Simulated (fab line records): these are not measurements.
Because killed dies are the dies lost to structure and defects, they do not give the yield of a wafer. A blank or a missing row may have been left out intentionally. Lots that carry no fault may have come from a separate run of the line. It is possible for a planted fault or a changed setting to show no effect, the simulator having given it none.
Matching of chambers ; flow n5_finfet ; 4 sister chambers for N5_HKMG_FIN_DESCUM_53 on rie_diel-06
The step chemistry O2, time 7.9 s. 20 wafers are shown with their chamber, then 10 later ones without.

## WAFERS WITH THEIR CHAMBER
wafer;chamber;showerhead_plenum_p_Torr (Torr);drypump_motor_current_A (A);throttle_valve_pct (%)
L077.3;2;2.23;5.71;19.94
L077.5;0;2.22;5.55;20.35
L077.6;1;2.05;5.61;20.18
L081.2;2;2.22;5.74;19.95
L081.3;3;2.14;5.27;20.12
L081.5;1;2.05;5.60;20.20
L084.1;1;2.04;5.62;20.20
L084.4;0;2.21;5.57;20.38
L084.6;0;2.21;5.56;20.38
L085.2;3;2.13;5.28;20.16
L085.3;0;2.21;5.58;20.40
L085.6;2;2.22;5.74;19.97
L088.2;3;2.13;5.26;20.15
L088.5;1;2.04;5.61;20.23
L088.6;0;2.21;5.59;20.41
L089.2;2;2.22;5.74;19.98
L089.4;1;2.04;5.66;20.22
L089.5;2;2.22;5.76;19.98
L090.2;3;2.13;5.26;20.15
L090.3;0;2.21;5.62;20.39

SIGNATURES, as means of the wafers listed above
reading;chamber 0;chamber 1;chamber 2;chamber 3;scatter within a chamber
showerhead_plenum_p_Torr;2.2117;2.0440;2.2220;2.1325;0.00473
drypump_motor_current_A;5.5783;5.6200;5.7380;5.2675;0.0207
throttle_valve_pct;20.3850;20.2060;19.9640;20.1450;0.0192
Rule: distance of a wafer from a chamber = root of the sum over the readings of ((wafer's reading minus chamber's mean) / reading's scatter) squared. The wafer belongs to the nearest chamber; if the next one is less than 2 further off, it can't be placed. The scatter: the root of (the sum of the squares of (reading less its chamber's mean) over the shown wafers, divided by (wafers less chambers)).

## WAFERS MISSING THEIR CHAMBER
wafer;showerhead_plenum_p_Torr (Torr);drypump_motor_current_A (A);throttle_valve_pct (%)
L090.4;2.22;5.75;19.98
L092.4;2.04;5.58;20.22
L092.5;2.21;5.77;19.98
L092.6;2.21;5.59;20.40
L093.1;2.21;5.56;20.40
L093.2;2.21;5.74;19.98
L093.4;2.21;5.77;20.00
L094.1;2.21;5.57;20.40
L094.2;2.21;5.73;20.00
L094.3;2.13;5.26;19.73

## WHICH CHAMBER EACH ONE RAN IN
wafer;from the rows above;in truth
L090.4;2;2
L092.4;1;1
L092.5;2;2
L092.6;0;0
L093.1;0;0
L093.2;2;2
L093.4;2;2
L094.1;0;0
L094.2;2;2
L094.3;3;3
10 of 10 placed correctly. Number that these rows cannot place: 0. 0 placed wrongly.
